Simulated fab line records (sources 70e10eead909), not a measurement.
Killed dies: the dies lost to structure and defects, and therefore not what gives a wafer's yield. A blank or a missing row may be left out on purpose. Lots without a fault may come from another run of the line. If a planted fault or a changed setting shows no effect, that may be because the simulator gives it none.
Matching of chambers ; flow nand_harc ; ald_hk-01 running NHARC_A_STAIRCASE_ALD_415: 4 sister chambers
The step deposits SiO2, target thk 30 nm, pulse time 6 s, ald cycles 300. 8 wafers are shown with their chamber, then 11 later ones without.

WAFERS PAIRED WITH THEIR CHAMBERS
wafer;chamber;heater_power_w (W);precursor_pulse_height_rel
L078.4;2;433;0.979
L082.3;3;461;0.987
L084.1;3;469;1.026
L084.4;2;436;1.005
L086.2;0;437;1.013
L086.5;1;459;0.987
L086.6;0;451;0.974
L089.3;1;455;1.026

WAFERS WITHOUT THEIR CHAMBER
wafer;heater_power_w (W);precursor_pulse_height_rel
L089.4;475;0.984
L089.6;449;0.995
L092.1;423;1.001
L092.4;446;0.982
L092.5;430;1.005
L094.2;456;1.007
L094.3;440;0.982
L094.4;431;0.987
L096.4;446;1.002
L096.5;456;0.976
L096.6;439;1.035

THE CHAMBER EACH PASSED THROUGH
wafer;from the rows above;in truth
L089.4;can't be placed: 3 or 1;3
L089.6;can't be placed: 0 or 1 or 2 or 3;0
L092.1;can't be placed: 2 or 0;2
L092.4;can't be placed: 0 or 2 or 1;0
L092.5;can't be placed: 2 or 0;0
L094.2;can't be placed: 1 or 3 or 0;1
L094.3;can't be placed: 0 or 2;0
L094.4;can't be placed: 2 or 0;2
L096.4;can't be placed: 0 or 1 or 2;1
L096.5;can't be placed: 1 or 3 or 0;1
L096.6;can't be placed: 0 or 2 or 1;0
0 of 11 placed correctly. Cannot be placed on the basis of these rows: 11; the candidates contain the true chamber in 11. Number placed wrongly: 0.
How it was worked out, from the rows above alone: a wafer's distance from a chamber is the root of the sum, over the readings, of the square of ((its reading less the chamber's mean) divided by the reading's scatter). The wafer belongs to the nearest chamber; if the next one is less than 2 further off, it can't be placed. Each chamber's mean is taken over the wafers shown for it. How the scatter is found: for the shown wafers, subtract from each reading the mean of its chamber, square and add these, divide the total by (wafers less chambers), then take the root.
